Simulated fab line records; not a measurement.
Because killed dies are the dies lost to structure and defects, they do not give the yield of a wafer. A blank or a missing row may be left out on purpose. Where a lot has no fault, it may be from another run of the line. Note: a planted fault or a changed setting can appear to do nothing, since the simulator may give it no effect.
8D (eight disciplines) problem report, filled in by code :: flow nand_harc :: the parts of the form that need people (team, actions taken, sign-off) are left out

## 1. THE ISSUE
cd_nm at NHARC_P_M2_CD_MEAS_09 reads a mean of 178.7 nm on 1 wafer of 1 lot; wafers without a fault read 170.0 nm with a standard deviation of 0.49. Measured from the usual mean, that is +18 standard deviations.
The step: target cd 170 nm.
First observed at day 8 13:03: wafer L570.2, on cd_sem-01. The record has a number at this step for 36 wafers belonging to 12 lots. Rule for "out", or "out of limits": more than 4 standard deviations from the usual mean. Any other wafer with a number is counted as sound.

## 2. WHAT IT IS AND WHAT IT IS NOT
question: which readings at this step
is: cd_nm
is not: -

question: which lots
is: L570
is not: L561, L562, L573, L574, L576, L577, L578, L579, L580, L581, L582

question: which wafers of those lots
is: L570.2
is not: L570.1, L570.4

question: read on which gauges
is: cd_sem-01
is not: cd_sem-02, cd_sem-03

question: when
is: from day 8 13:03
is not: up to then (8 sound wafers); but 27 sound wafers of L573, L574, L576, L577, L578, L579, L580, L581, L582 came after

## 3. WHAT RULES OUT EACH SUSPECT
Counting: if a tool at a process step up to the reading ran every lot that is out, it stays a suspect. Sound lots after the first of them don't rule it out here, since some wafers of a struck lot are sound.
- the gauge at NHARC_P_M2_CD_MEAS_09: kept. All the wafers that are out were read on cd_sem-01, and no step on other tools shows them out.
- pvd_sputter-03 at NHARC_P_M1_DEGAS_29 (time 60 s): kept. The lot that is out, L570, ran on it at day 8 10:04; the last sound lot it ran before that was L561, at day 6 06:52.
- arfi_scanner-02 at NHARC_P_M2_EXPOSE_06 (exposes mask P M2, target cd 170 nm): kept. It ran the lot that is out, L570 (day 8 12:55).
Still standing after the count: pvd_sputter-03 at NHARC_P_M1_DEGAS_29, arfi_scanner-02 at NHARC_P_M2_EXPOSE_06, cd_sem-01 at NHARC_P_M2_CD_MEAS_09.

## 4. THE CAUSE (what the simulator had put in)
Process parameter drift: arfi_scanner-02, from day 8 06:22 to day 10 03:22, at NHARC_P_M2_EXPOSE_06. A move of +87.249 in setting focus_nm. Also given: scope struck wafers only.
3 suspects survive the count, and this tool is in that group.

## 5. THE CHAIN OF EFFECTS, in route order
Each row: a reading where the mean over the struck wafers with a number is more than 3 standard deviations away from the usual. Only readings for which the record gives a usual standard deviation are gone through. hours: the time from each lot's start at the first step in this table that gives one to its start at this step, as a median over the lots. sigmas: the change in usual standard deviations.
hours: 0
step: NHARC_P_M2_CD_MEAS_09
reading: cd_nm
usual: 170.0 nm
on struck wafers: 178.7
change: +8.7
sigmas: +18

## 6. WHAT WOULD HAVE CAUGHT IT SOONER
The first out-of-limits reading at a measuring or inspecting step in this record came at day 8 13:03, 7 hours after the fault's start at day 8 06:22.
Tool readings at NHARC_P_M2_EXPOSE_06 with a usual standard deviation given in the record: none out on any struck wafer, hence no alarm at a limit of 4 standard deviations on them.
All the lots that are out (1) had begun NHARC_P_M2_EXPOSE_06 on arfi_scanner-02 by day 8 13:03. A hold on the tool at that time would have spared none of them.
